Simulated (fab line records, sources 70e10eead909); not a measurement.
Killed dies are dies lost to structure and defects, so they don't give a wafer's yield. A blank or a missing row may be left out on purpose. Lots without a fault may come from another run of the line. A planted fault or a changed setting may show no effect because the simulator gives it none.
fab line records | flow nand_harc
record lots=5 wafers=15 last_day=34
route steps=1302 shown P_GATE@157
lots that met no fault: from a run of the same line without faults
start_h: hours from the record's first day to the start of the lot's first wafer shown | wait_h: hours since the lot's step before | " the same as in the row above | L1.1+2: a row that stands for several wafers | - no value, or no start given | * or withheld: withheld | < > ~ a bound
route shown NAME@n: a module of which the file shows steps, and the number in the route of the first | usual: mean/standard deviation of fault-free wafers | same: alike in all rows | chamber/n: place in a boat | sites: the reading at each site | _std_site: their standard deviation | _edge_site: outer sites' mean less inner sites' | radius_mm: how far each site lies from the wafer's centre | mask NAME#n: copy n | behind: the tool/chamber that last shaped the wafer | hold: why the lot was held/for how many hours/how that ended | device: the transistor (n, p or np) that didn't switch | end of line: the same wafers' tests at the end of the route | a step without rows: its recipe alone | killed: dies lost to structure and defects at the first sort, not the wafer's yield | map: a wafer's dies, x killed, . not, _ none there
set.NAME: the setting as run; set.NAME@STEP: as run at that earlier step | model.NAME: the simulator's own value behind a step, which no gauge read
lots at some steps of the route; a table a step, a row a wafer
services: from which hour (start_h, from the record's first day; less than 0 if before it) a tool's chamber was out of use, for how many hours, and why
## steps
# step NHARC_P_GATE_STRIP_101
# recipe time_s=20 o2_flow_sccm=500 ar_flow_sccm=0 bias_w=0 chemistry=O2
# usual drypump_motor_current_A=5.7/0.47 mfc_ar_sccm=0.004/0.007 oes_product_au=1.001/0.014 rf_vpp_V=58.0/0.96 showerhead_plenum_p_Torr=3.58/0.17 throttle_valve_pct=17.036/0.0091
# columns lot.wafer tool chamber start_h wait_h drypump_motor_current_A mfc_ar_sccm oes_product_au rf_hours_counter_h rf_vpp_V showerhead_plenum_p_Torr throttle_valve_pct
L077.3 rie_diel-08 3 139.87 0.1 6.3 0 0.991 6 58.2 3.69 17.054
L077.5 " 3 " " 6.3 0 0.978 - 57.6 3.69 17.034
L077.6 " 0 " " 5.6 0.020 1.024 - 59.4 3.79 17.041
L086.1 rie_diel-09 2 227.62 0.1 6.7 0 0.990 4 57.6 3.45 17.035
L086.3 " 3 " " 5.3 0 0.981 5 59.9 3.71 17.034
L086.6 " 0 " " 5.9 0 1.012 - 58.9 3.71 17.032
L089.3 rie_diel-08 0 270.69 0.1 5.6 0.020 0.980 5 58.6 3.78 17.033
L089.4 " 1 " " 5.9 0.010 0.997 4 57.3 3.36 17.025
L089.2 " 3 " " 6.3 0 1.000 3 57.6 3.69 17.059
L091.3 rie_diel-10 3 280.47 0.1 5.8 0 0.988 0 57.3 3.51 17.041
L091.1 " 0 " " 5.6 0 1.005 0 58.4 3.71 17.020
L091.2 " 2 " " 4.9 0 0.988 0 57.1 3.36 17.046
L095.3 rie_diel-10 1 325.30 0.1 5.7 0 1.013 2 56.6 3.29 17.033
L095.2 " 2 " " 4.9 0 0.985 2 56.6 3.36 17.026
L095.5 " 0 " " 5.6 0 1.020 - 57.8 3.71 17.026
# step NHARC_P_GATE_PRECLEAN_97
# recipe time_s=600 temp_c=120 chemistry=SPM
# columns lot.wafer tool chamber start_h wait_h
L077.3+5+6 wet_bench-03 2,4,6 139.97 -
L086.1+3+6 wet_bench-07 5,6,1 227.72 -
L089.3+4+2 wet_bench-02 7,0,1 270.79 -
L091.2+3+1 wet_bench-07 2,4,5 280.57 -
L095.2+3+5 wet_bench-07 0,1,3 325.41 -
# step NHARC_P_GATE_SRD_98
# columns lot.wafer tool chamber start_h wait_h
L077.3+5+6 wet_bench-03 2,4,6 - -
L086.1+3+6 wet_bench-07 5,6,1 - -
L089.3+4+2 wet_bench-02 7,0,1 - -
L091.2+3+1 wet_bench-07 2,4,5 - -
L095.2+3+5 wet_bench-07 0,1,3 - -
# step NHARC_P_GATE_PRECLEAN_99
# recipe time_s=* temp_c=50 bath_age_min=0 chemistry=SC1
# columns lot.wafer tool chamber start_h wait_h
L077.3+5+6 wet_bench-03 2,4,6 - -
L086.1+3+6 wet_bench-07 5,6,1 - -
L089.3+4+2 wet_bench-02 7,0,1 - -
L091.2+3+1 wet_bench-07 2,4,5 - -
L095.2+3+5 wet_bench-07 0,1,3 - -
# step NHARC_P_GATE_SRD_100
# columns lot.wafer tool chamber start_h wait_h
L077.3+5+6 wet_bench-03 2,4,6 - -
L086.1+3+6 wet_bench-07 5,6,1 - -
L089.3+4+2 wet_bench-02 7,0,1 - -
L091.2+3+1 wet_bench-07 2,4,5 - -
L095.2+3+5 wet_bench-07 0,1,3 - -
# step NHARC_P_GATE_DEHYDRATE_38
# recipe temp_c=150 time_s=120
# columns lot.wafer tool chamber start_h wait_h
L077.3+5+6 litho_track-07 0 140.36 -
L086.1+3+6 litho_track-03 0 228.11 -
L089.2+3+4 litho_track-02 0 271.19 -
L091.1+2+3 litho_track-07 0 280.97 -
L095.2+3+5 litho_track-03 0 325.79 -
# step NHARC_P_GATE_HMDS_39
# recipe time_s=30
# columns lot.wafer tool chamber start_h wait_h
L077.3+5+6 litho_track-07 0 - -
L086.1+3+6 litho_track-03 0 - -
L089.2+3+4 litho_track-02 0 - -
L091.1+2+3 litho_track-07 0 - -
L095.2+3+5 litho_track-03 0 - -
# step NHARC_P_GATE_COAT_40
# recipe spin_rpm=3000
# columns lot.wafer tool chamber start_h wait_h
L077.3+5+6 litho_track-07 0 - -
L086.1+3+6 litho_track-03 0 - -
L089.2+3+4 litho_track-02 0 - -
L091.1+2+3 litho_track-07 0 - -
L095.2+3+5 litho_track-03 0 - -
# step NHARC_P_GATE_SOFTBAKE_41
# recipe temp_c=122 time_s=95
# columns lot.wafer tool chamber start_h wait_h
L077.3+5+6 litho_track-07 0 - -
L086.1+3+6 litho_track-03 0 - -
L089.2+3+4 litho_track-02 0 - -
L091.1+2+3 litho_track-07 0 - -
L095.2+3+5 litho_track-03 0 - -
# step NHARC_P_GATE_EBR_42
# columns lot.wafer tool chamber start_h wait_h
L077.3+5+6 litho_track-07 0 - -
L086.1+3+6 litho_track-03 0 - -
L089.2+3+4 litho_track-02 0 - -
L091.1+2+3 litho_track-07 0 - -
L095.2+3+5 litho_track-03 0 - -
# step NHARC_P_GATE_EXPOSE_43
# recipe na=0.6 target_cd_nm=720 dose_mj=14.81 mask_id=P_NSD
# columns lot.wafer tool chamber start_h wait_h mask
L077.3+5+6 krf_scanner-02 0 140.64 - P_NSD#0
L086.1+3+6 krf_scanner-04 0 228.38 - P_NSD#0
L089.2+3+4 krf_scanner-02 0 271.34 - P_NSD#0
L091.1+2+3 krf_scanner-01 0 281.24 - P_NSD#0
L095.2+3+5 krf_scanner-01 0 325.94 - P_NSD#0
# step NHARC_P_GATE_PEB_44
# recipe peb_temp_c=118 peb_time_s=85
# columns lot.wafer tool chamber start_h wait_h
L077.3+5+6 litho_track-03 0 140.70 0.1
L086.1+3+6 litho_track-07 0 228.45 0.1
L089.2+3+4 litho_track-02 0 271.41 0.1
L091.1+2+3 litho_track-07 0 281.31 0.1
L095.2+3+5 litho_track-03 0 326.00 0.1
# step NHARC_P_GATE_DEVELOP_45
# recipe time_s=70
# columns lot.wafer tool chamber start_h wait_h
L077.3+5+6 litho_track-03 0 - -
L086.1+3+6 litho_track-07 0 - -
L089.2+3+4 litho_track-02 0 - -
L091.1+2+3 litho_track-07 0 - -
L095.2+3+5 litho_track-03 0 - -
# step NHARC_P_GATE_CD_MEAS_46
# recipe target_cd_nm=720 landing_energy_ev=500
# usual cd_nm=719.3/2
# columns lot.wafer tool chamber start_h wait_h cd_nm
L077.3 cd_sem-03 0 140.79 - 717.8
L077.5 " 0 " " 717.3
L077.6 " 0 " " 720.3
L086.1 cd_sem-03 0 228.54 - 717.3
L086.3 " 0 " " 719.9
L086.6 " 0 " " 717.6
L089.2 cd_sem-01 0 271.50 - 714.9
L089.3 " 0 " " 723.4
L089.4 " 0 " " 717.8
L091.1 cd_sem-02 0 281.40 - 720.1
L091.2 " 0 " " 719.1
L091.3 " 0 " " 721.3
L095.2 cd_sem-03 0 326.09 - 716.2
L095.3 " 0 " " 720.2
L095.5 " 0 " " 715.3
# step NHARC_P_GATE_HARDBAKE_47
# recipe temp_c=125 time_s=80
# columns lot.wafer tool chamber start_h wait_h
L077.3+5+6 litho_track-07 0 140.88 -
L086.1+3+6 litho_track-03 0 228.62 -
L089.2+3+4 litho_track-03 0 271.58 -
L091.1+2+3 litho_track-02 0 281.48 -
L095.2+3+5 litho_track-07 0 326.17 -
# step NHARC_P_GATE_DESCUM_48
# recipe time_s=3 o2_flow_sccm=200 ar_flow_sccm=0 bias_power_w=0 chemistry=O2
# usual drypump_motor_current_A=5.7/0.51 mfc_ar_sccm=0.003/0.0061 oes_product_au=1.001/0.013 rf_vpp_V=57.9/0.79 showerhead_plenum_p_Torr=1.94/0.098 throttle_valve_pct=11.312/0.0093
# columns lot.wafer tool chamber start_h wait_h drypump_motor_current_A mfc_ar_sccm oes_product_au rf_hours_counter_h rf_vpp_V showerhead_plenum_p_Torr throttle_valve_pct
L077.3 rie_diel-09 2 140.95 - 6.6 0 0.983 5.0 57.4 1.87 11.303
L077.5 " 2 " " 6.7 0 0.994 - 59.0 1.87 11.295
L077.6 " 3 " " 5.3 0 1.000 - 57.8 2.02 11.302
L086.3 rie_diel-10 3 228.71 - 5.8 0 1.015 9.1 56.9 1.90 11.325
L086.1 " 1 " " 5.7 0 0.999 8.9 57.7 1.78 11.321
L086.6 " 2 " " 4.8 0 0.995 - 57.9 1.82 11.303
L089.2 rie_diel-09 3 271.66 - 5.3 0 0.979 9.3 57.0 2.02 11.301
L089.3 " 1 " " 5.2 0.013 0.988 6.9 58.6 2.06 11.306
L089.4 " 1 " " 5.2 0.013 0.995 - 57.3 2.06 11.335
L091.1 rie_diel-08 3 281.57 - 6.3 0 0.986 3.6 58.7 2.01 11.324
L091.3 " 0 " " 5.6 0.020 1.001 5.7 59.6 2.06 11.299
L091.2 " 1 " " 5.9 0.010 0.996 4.6 57.2 1.81 11.311
L095.2 rie_diel-10 2 326.26 - 4.9 0 0.989 1.6 58.8 1.82 11.299
L095.3 " 0 " " 5.6 0 1.023 1.7 59.6 2.02 11.308
L095.5 " 2 " " 4.8 0 1.002 - 57.1 1.82 11.321
# step NHARC_P_GATE_IMPLANT_49
# recipe energy_kev=30 dose_cm2=3e+15 tilt_deg=7
# same implant_ion_amu=75
# columns lot.wafer tool chamber start_h wait_h
L077.3+5+6 implanter-01 0 141.16 0.2
L086.1+3+6 implanter-02 0 228.84 0.1
L089.2+3+4 implanter-01 0 271.86 0.2
L091.1+2+3 implanter-02 0 281.71 0.1
L095.2+3+5 implanter-01 0 326.43 0.2
# step NHARC_P_GATE_STRIP_111
# recipe power_w=1500 temp_c=110 time_s=250 chemistry=N2/H2
# usual drypump_motor_current_A=5.6/0.5 heater_power_w=95/12
# columns lot.wafer tool chamber start_h wait_h drypump_motor_current_A heater_power_w rf_hours_counter_h
L077.3 plasma_asher-01 0 141.47 0.3 6.3 73 -
L077.5 " 1 " " 5.4 108 -
L077.6 " 0 " " 6.3 72 -
L086.1 plasma_asher-02 0 229.07 0.2 6.0 95 30
L086.3 " 0 " " 6.0 97 -
L086.6 " 0 " " 6.1 98 -
L089.2 plasma_asher-02 1 272.10 0.2 5.0 92 2
L089.4 " 0 " " 6.1 99 -
L089.3 " 1 " " 5.0 90 -
L091.2 plasma_asher-02 1 281.93 0.2 5.0 90 4
L091.1 " 0 " " 6.0 98 4
L091.3 " 0 " " 6.0 100 -
L095.2 plasma_asher-01 1 326.63 0.2 5.4 112 32
L095.3 " 1 " " 5.4 116 -
L095.5 " 0 " " 6.3 75 -
# step NHARC_P_GATE_STRIP_75
# recipe power_w=1500 temp_c=250 chemistry=O2
# usual drypump_motor_current_A=5.6/0.51 heater_power_w=356/45
# columns lot.wafer tool chamber start_h wait_h drypump_motor_current_A heater_power_w rf_hours_counter_h
L077.3 plasma_asher-01 0 141.66 0.1 6.3 274 -
L077.5 " 1 " " 5.4 405 -
L077.6 " 0 " " 6.3 272 -
L086.1 plasma_asher-02 0 229.37 0.3 6.0 368 30
L086.3 " 0 " " 6.0 367 -
L086.6 " 0 " " 6.0 363 -
L089.2 plasma_asher-02 1 272.36 0.2 5.0 345 2
L089.4 " 0 " " 6.0 363 -
L089.3 " 1 " " 5.0 348 -
L091.2 plasma_asher-02 1 282.23 0.3 5.0 339 4
L091.1 " 0 " " 6.0 374 4
L091.3 " 0 " " 6.1 377 -
L095.2 plasma_asher-01 1 326.93 0.3 5.4 430 32
L095.3 " 1 " " 5.4 427 -
L095.5 " 0 " " 6.2 282 -
# step NHARC_P_GATE_STRIP_50
# recipe time_s=900 temp_c=130 chemistry=SPM
# columns lot.wafer tool chamber start_h wait_h
L077.6+3+5 wet_bench-02 2,3,4 141.79 0.1
L086.3+1+6 wet_bench-03 3,6,7 229.52 0.1
L089.3+2+4 wet_bench-07 0,1,2 272.55 0.2
L091.3+2+1 wet_bench-03 1,3,4 282.38 0.1
L095.5+3+2 wet_bench-02 3,4,7 327.09 0.1
# step NHARC_P_GATE_DEHYDRATE_51
# recipe temp_c=150 time_s=120
# columns lot.wafer tool chamber start_h wait_h
L077.3+5+6 litho_track-07 0 142.12 -
L086.1+3+6 litho_track-03 0 229.88 -
L089.2+3+4 litho_track-07 0 272.90 -
L091.1+2+3 litho_track-03 0 282.73 -
L095.2+3+5 litho_track-02 0 327.43 -
# step NHARC_P_GATE_HMDS_52
# recipe time_s=30
# columns lot.wafer tool chamber start_h wait_h
L077.3+5+6 litho_track-07 0 - -
L086.1+3+6 litho_track-03 0 - -
L089.2+3+4 litho_track-07 0 - -
L091.1+2+3 litho_track-03 0 - -
L095.2+3+5 litho_track-02 0 - -
# step NHARC_P_GATE_COAT_53
# recipe spin_rpm=3000
# columns lot.wafer tool chamber start_h wait_h
L077.3+5+6 litho_track-07 0 - -
L086.1+3+6 litho_track-03 0 - -
L089.2+3+4 litho_track-07 0 - -
L091.1+2+3 litho_track-03 0 - -
L095.2+3+5 litho_track-02 0 - -
# step NHARC_P_GATE_SOFTBAKE_54
# recipe temp_c=122 time_s=95
# columns lot.wafer tool chamber start_h wait_h
L077.3+5+6 litho_track-07 0 - -
L086.1+3+6 litho_track-03 0 - -
L089.2+3+4 litho_track-07 0 - -
L091.1+2+3 litho_track-03 0 - -
L095.2+3+5 litho_track-02 0 - -
# step NHARC_P_GATE_EBR_55
# columns lot.wafer tool chamber start_h wait_h
L077.3+5+6 litho_track-07 0 - -
L086.1+3+6 litho_track-03 0 - -
L089.2+3+4 litho_track-07 0 - -
L091.1+2+3 litho_track-03 0 - -
L095.2+3+5 litho_track-02 0 - -
# step NHARC_P_GATE_EXPOSE_56
# recipe na=0.6 target_cd_nm=720 dose_mj=14.81 mask_id=P_PSD
# columns lot.wafer tool chamber start_h wait_h mask
L077.3+5+6 krf_scanner-02 0 142.27 - P_PSD#0
L086.1+3+6 krf_scanner-02 0 230.03 - P_PSD#0
L089.2+3+4 krf_scanner-04 0 273.05 - P_PSD#0
L091.1+2+3 krf_scanner-02 0 283.00 - P_PSD#0
L095.2+3+5 krf_scanner-04 0 327.58 - P_PSD#0
# step NHARC_P_GATE_PEB_57
# recipe peb_temp_c=118 peb_time_s=85
# columns lot.wafer tool chamber start_h wait_h
L077.3+5+6 litho_track-02 0 142.33 0.0
L086.1+3+6 litho_track-07 0 230.10 0.1
L089.2+3+4 litho_track-02 0 273.11 0.1
L091.1+2+3 litho_track-02 0 283.06 0.1
L095.2+3+5 litho_track-07 0 327.64 0.1
# step NHARC_P_GATE_DEVELOP_58
# recipe time_s=70
# columns lot.wafer tool chamber start_h wait_h
L077.3+5+6 litho_track-02 0 - -
L086.1+3+6 litho_track-07 0 - -
L089.2+3+4 litho_track-02 0 - -
L091.1+2+3 litho_track-02 0 - -
L095.2+3+5 litho_track-07 0 - -
# step NHARC_P_GATE_CD_MEAS_59
# recipe target_cd_nm=720 landing_energy_ev=500
# usual cd_nm=718.7/2.9
# columns lot.wafer tool chamber start_h wait_h cd_nm
L077.3 cd_sem-01 0 142.42 - 716.9
L077.5 " 0 " " 718.5
L077.6 " 0 " " 719.7
L086.1 cd_sem-02 0 230.19 - 719.8
L086.3 " 0 " " 719.7
L086.6 " 0 " " 723.5
L089.2 cd_sem-02 0 273.20 - 714.9
L089.3 " 0 " " 717.4
L089.4 " 0 " " 716.5
L091.1 cd_sem-03 0 283.15 - 714.5
L091.2 " 0 " " 716.1
L091.3 " 0 " " 719.9
L095.2 cd_sem-01 0 327.74 - 724.2
L095.3 " 0 " " 722.6
L095.5 " 0 " " 724.8
# step NHARC_P_GATE_HARDBAKE_60
# recipe temp_c=125 time_s=80
# columns lot.wafer tool chamber start_h wait_h
L077.3+5+6 litho_track-03 0 142.50 -
L086.1+3+6 litho_track-03 0 230.27 -
L089.2+3+4 litho_track-07 0 273.28 -
L091.1+2+3 litho_track-03 0 283.23 -
L095.2+3+5 litho_track-02 0 327.82 -
# step NHARC_P_GATE_DESCUM_61
# recipe time_s=3 o2_flow_sccm=200 ar_flow_sccm=0 bias_power_w=0 chemistry=O2
# usual drypump_motor_current_A=5.7/0.52 mfc_ar_sccm=0.003/0.0056 oes_product_au=1.000/0.013 rf_vpp_V=57.9/0.88 showerhead_plenum_p_Torr=1.94/0.1 throttle_valve_pct=11.310/0.0095
# columns lot.wafer tool chamber start_h wait_h drypump_motor_current_A mfc_ar_sccm oes_product_au rf_hours_counter_h rf_vpp_V showerhead_plenum_p_Torr throttle_valve_pct
L077.3 rie_diel-09 1 142.59 - 5.2 0.013 1.000 5.0 55.9 2.06 11.304
L077.6 " 0 " " 5.9 0 1.014 - 57.5 2.02 11.299
L077.5 " 1 " " 5.2 0.013 1.002 - 59.0 2.06 11.315
L086.3 rie_diel-10 3 230.36 - 5.8 0 1.012 9.2 57.9 1.90 11.307
L086.1 " 1 " " 5.7 0 1.003 9.1 56.8 1.78 11.321
L086.6 " 2 " " 4.9 0 1.000 - 57.9 1.82 11.318
L089.3 rie_diel-10 1 273.37 - 5.7 0 1.023 0.4 56.5 1.78 11.297
L089.4 " 2 " " 4.9 0 0.998 0.4 57.2 1.82 11.322
L089.2 " 3 " " 5.8 0 0.994 0.4 57.5 1.90 11.305
L091.2 rie_diel-09 2 283.31 - 6.7 0 0.992 7.5 57.9 1.86 11.305
L091.1 " 3 " " 5.3 0 0.964 10.0 58.3 2.02 11.313
L091.3 " 0 " " 5.9 0 1.009 9.4 58.3 2.02 11.301
L095.3 rie_diel-10 2 327.91 - 4.9 0 1.003 1.6 56.6 1.82 11.295
L095.2 " 3 " " 5.8 0 0.984 1.7 56.6 1.90 11.318
L095.5 " 1 " " 5.7 0 1.007 - 57.8 1.78 11.305
# step NHARC_P_GATE_IMPLANT_62
# recipe energy_kev=20 dose_cm2=3e+15 tilt_deg=7
# same implant_ion_amu=49
# columns lot.wafer tool chamber start_h wait_h
L077.3+5+6 implanter-02 0 142.78 0.2
L086.1+3+6 implanter-01 0 230.50 0.1
L089.2+3+4 implanter-01 0 273.54 0.1
L091.1+2+3 implanter-01 0 283.46 0.1
L095.2+3+5 implanter-02 0 328.07 0.1
# step NHARC_P_GATE_STRIP_112
# recipe power_w=1500 temp_c=110 time_s=200 chemistry=N2/H2
# usual drypump_motor_current_A=5.7/0.49 heater_power_w=95/14
# columns lot.wafer tool chamber start_h wait_h drypump_motor_current_A heater_power_w rf_hours_counter_h
L077.3 plasma_asher-01 1 143.08 0.3 5.4 106 -
L077.5 " 0 " " 6.3 71 -
L077.6 " 1 " " 5.4 109 -
L086.1 plasma_asher-01 0 230.72 0.2 6.3 75 12
L086.3 " 0 " " 6.3 76 -
L086.6 " 0 " " 6.3 75 -
L089.2 plasma_asher-02 1 273.78 0.2 5.0 93 2
L089.3 " 0 " " 6.0 101 -
L089.4 " 1 " " 5.0 93 -
L091.2 plasma_asher-02 0 283.68 0.2 6.1 99 4
L091.1 " 1 " " 5.0 93 4
L091.3 " 1 " " 5.0 92 -
L095.2 plasma_asher-02 0 328.41 0.3 6.1 100 13
L095.3 " 0 " " 6.1 98 -
L095.5 " 0 " " 6.1 98 -
# step NHARC_P_GATE_STRIP_76
# recipe power_w=1500 temp_c=250 chemistry=O2
# usual drypump_motor_current_A=5.7/0.49 heater_power_w=355/55
# columns lot.wafer tool chamber start_h wait_h drypump_motor_current_A heater_power_w rf_hours_counter_h
L077.3 plasma_asher-01 1 143.24 0.1 5.4 414 -
L077.5 " 0 " " 6.3 268 -
L077.6 " 1 " " 5.4 409 -
L086.1 plasma_asher-01 0 230.98 0.2 6.2 282 12
L086.3 " 0 " " 6.3 274 -
L086.6 " 0 " " 6.3 281 -
L089.2 plasma_asher-02 1 274.01 0.2 5.0 347 2
L089.3 " 0 " " 6.0 374 -
L089.4 " 1 " " 5.0 339 -
L091.2 plasma_asher-02 0 283.94 0.2 6.0 373 5
L091.1 " 1 " " 5.0 336 5
L091.3 " 1 " " 5.0 341 -
L095.2 plasma_asher-02 0 328.66 0.2 6.0 363 14
L095.3 " 0 " " 6.1 368 -
L095.5 " 0 " " 6.0 363 -
# step NHARC_P_GATE_STRIP_63
# recipe time_s=900 temp_c=130 chemistry=SPM
# columns lot.wafer tool chamber start_h wait_h
L077.5+3+6 wet_bench-07 2,4,7 143.35 0.1
L086.1+3+6 wet_bench-07 0,2,3 231.15 0.1
L089.2+4+3 wet_bench-03 4,6,0 274.14 0.1
L091.1+3+2 wet_bench-07 2,4,6 284.08 0.1
L095.3+2+5 wet_bench-07 5,6,7 328.82 0.1
# step NHARC_P_GATE_DEHYDRATE_83
# recipe temp_c=150 time_s=120
# columns lot.wafer tool chamber start_h wait_h
L077.3+5+6 litho_track-02 0 143.70 -
L086.1+3+6 litho_track-03 0 231.48 -
L089.2+3+4 litho_track-07 0 274.50 -
L091.1+2+3 litho_track-03 0 284.44 -
L095.2+3+5 litho_track-02 0 329.16 -
## services
# columns tool chamber start_h hours kind
rie_diel-09 0 116.93 11.8 repair
rie_diel-09 1 118.70 6.0 repair
rie_diel-08 3 119.12 6.4 repair
rie_diel-10 2 119.71 7.3 repair
rie_diel-09 - 143.10 9.0 pm
implanter-02 - 146.00 13.0 pm
wet_bench-07 - 160.00 8.0 pm
plasma_asher-01 - 165.30 9.0 pm
implanter-02 - 186.56 1.8 repair
plasma_asher-02 - 195.35 3.1 repair
wet_bench-03 - 210.42 8.0 pm
litho_track-02 - 227.00 7.0 pm
implanter-01 - 232.74 4.2 repair
rie_diel-10 - 242.50 9.0 pm
wet_bench-02 - 244.03 8.0 pm
plasma_asher-02 - 249.00 9.0 pm
litho_track-07 - 251.00 7.0 pm
krf_scanner-02 - 266.00 4.0 pm
litho_track-03 - 275.00 7.0 pm
plasma_asher-01 - 307.26 4.2 repair
rie_diel-10 1 310.12 2.7 repair
rie_diel-09 - 320.10 9.0 pm
wet_bench-03 - 325.31 6.6 repair
implanter-01 - 327.00 13.0 pm
## key
fault none
